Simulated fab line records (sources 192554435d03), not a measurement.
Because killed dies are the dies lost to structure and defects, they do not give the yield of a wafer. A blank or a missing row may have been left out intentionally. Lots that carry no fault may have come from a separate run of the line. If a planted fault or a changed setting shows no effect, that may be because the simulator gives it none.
Split-lot experiment + flow n5 finfet + 21 wafers read across 7 lots, on a route 1938 steps long

## ON THE SPLIT
At N5_WELL_APT_PEB_06 (peb time 90 s), the setting peb time s was moved away from the recipe's 90 s on 4 of the 21 wafers read, by -21.9% to +21.0%. All remaining wafers had this setting at the recipe value.

## FROM THE SPLIT TO THE READING: what the file shows between them, 2 steps
- N5_WELL_APT_DEVELOP_07: develop time 45 s (also split here: develop time s)
- N5_WELL_APT_HARDBAKE_12: time 120 s

## THE READING
cd nm (nm) at N5_WELL_APT_CD_MEAS_08, where the cd target is 200 nm. A value of 199.8 nm with a standard deviation of 1.1 nm is what fault-free wafers of this fab line usually give.

| wafer  | tool, chamber at the split | peb time s as run, s | against the recipe | cd nm, nm | against lot-mates on the recipe |
|--------|----------------------------|----------------------|--------------------|-----------|---------------------------------|
| L077.3 | litho track-05, 0          | 97.99                | +8.9%              | 202.5     | +3.4                            |
| L077.4 | litho track-05, 0          | 90                   | recipe             | 199.8     | -                               |
| L077.5 | litho track-05, 0          | 90                   | recipe             | 198.4     | -                               |
| L079.1 | litho track-05, 0          | 90                   | recipe             | 199.4     | -                               |
| L079.3 | litho track-05, 0          | 90                   | recipe             | 200.7     | -                               |
| L079.5 | litho track-05, 0          | 90                   | recipe             | 199.9     | -                               |
| L080.2 | litho track-05, 0          | 90                   | recipe             | 199.2     | -                               |
| L080.5 | litho track-05, 0          | 90                   | recipe             | 199.8     | -                               |
| L080.6 | litho track-05, 0          | 90                   | recipe             | 198.7     | -                               |
| L085.1 | litho track-02, 0          | 90                   | recipe             | 198.5     | -                               |
| L085.5 | litho track-02, 0          | 90                   | recipe             | 199.1     | -                               |
| L085.6 | litho track-02, 0          | 108.9                | +21.0%             | 205.1     | +6.3                            |
| L088.2 | litho track-05, 0          | 90                   | recipe             | 200.3     | -                               |
| L088.3 | litho track-05, 0          | 90                   | recipe             | 200.6     | -                               |
| L088.6 | litho track-05, 0          | 77.12                | -14.3%             | 193.2     | -7.2                            |
| L092.1 | litho track-02, 0          | 90                   | recipe             | 200.7     | -                               |
| L092.2 | litho track-02, 0          | 70.29                | -21.9%             | 188.7     | -11.8                           |
| L092.3 | litho track-02, 0          | 90                   | recipe             | 200.3     | -                               |
| L095.1 | litho track-05, 0          | 90                   | recipe             | 199.6     | -                               |
| L095.3 | litho track-05, 0          | 90                   | recipe             | 200.4     | -                               |
| L095.6 | litho track-05, 0          | 90                   | recipe             | 201.3     | -                               |

FIT RESULTS
A straight line over all 21 wafers: cd nm changes by +0.391 nm for each +1% of peb time s; r = +0.94; the points scatter about the line by 1.2 nm.
The same after taking each lot's own level away (the mean of its wafers on the recipe; 21 wafers): +0.434 nm for each +1%; r = +0.97; scatter 0.93 nm.
According to that fit, moving peb time s by its largest amount changes the reading by 9.5 nm.
From 198.80 to 200.50 nm: that is the span of the lots' own levels, equal to 1.5 times the standard deviation above.
So the lot-to-lot level changes the slope little: the two slopes agree.
Check: with one of the wafers moved furthest among these (-21.9%) left out of the fit, the line predicts -8.29 nm for it against its lot-mates. It came out at -11.8 nm against them.

## FURTHER SPLITS ON THESE WAFERS
Before the reading, these wafers also passed through other splits. Each is held against what the fit with the lots' levels taken away leaves over:
| other split on the same wafers        | wafers away from the commonest value | r with cd nm (lot level and that fit taken away) |
|---------------------------------------|--------------------------------------|--------------------------------------------------|
| N5_WELL_APT_DEVELOP_07 develop time s | 11                                   | +0.01                                            |

## THE WHOLE CHAIN: every reading that the file lists as answering this split, in the file's order
| step                   | what it does             | reading                                                         | change (the file's fit)               | r (the file's) |
|------------------------|--------------------------|-----------------------------------------------------------------|---------------------------------------|----------------|
| N5_WELL_APT_CD_MEAS_08 | target cd 200 nm         | cd nm                                                           | +0.435 nm for each +1% of the setting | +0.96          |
| N5_WELL_APT_DESCUM_13  | chemistry O2, time 7.9 s | WELL_APT.cd nm (the simulator's own value, which no gauge read) | +0.434 nm for each +1% of the setting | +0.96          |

## FILE'S OWN FIT
cd nm changes by +0.435 nm for each +1% of peb time s, r = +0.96.
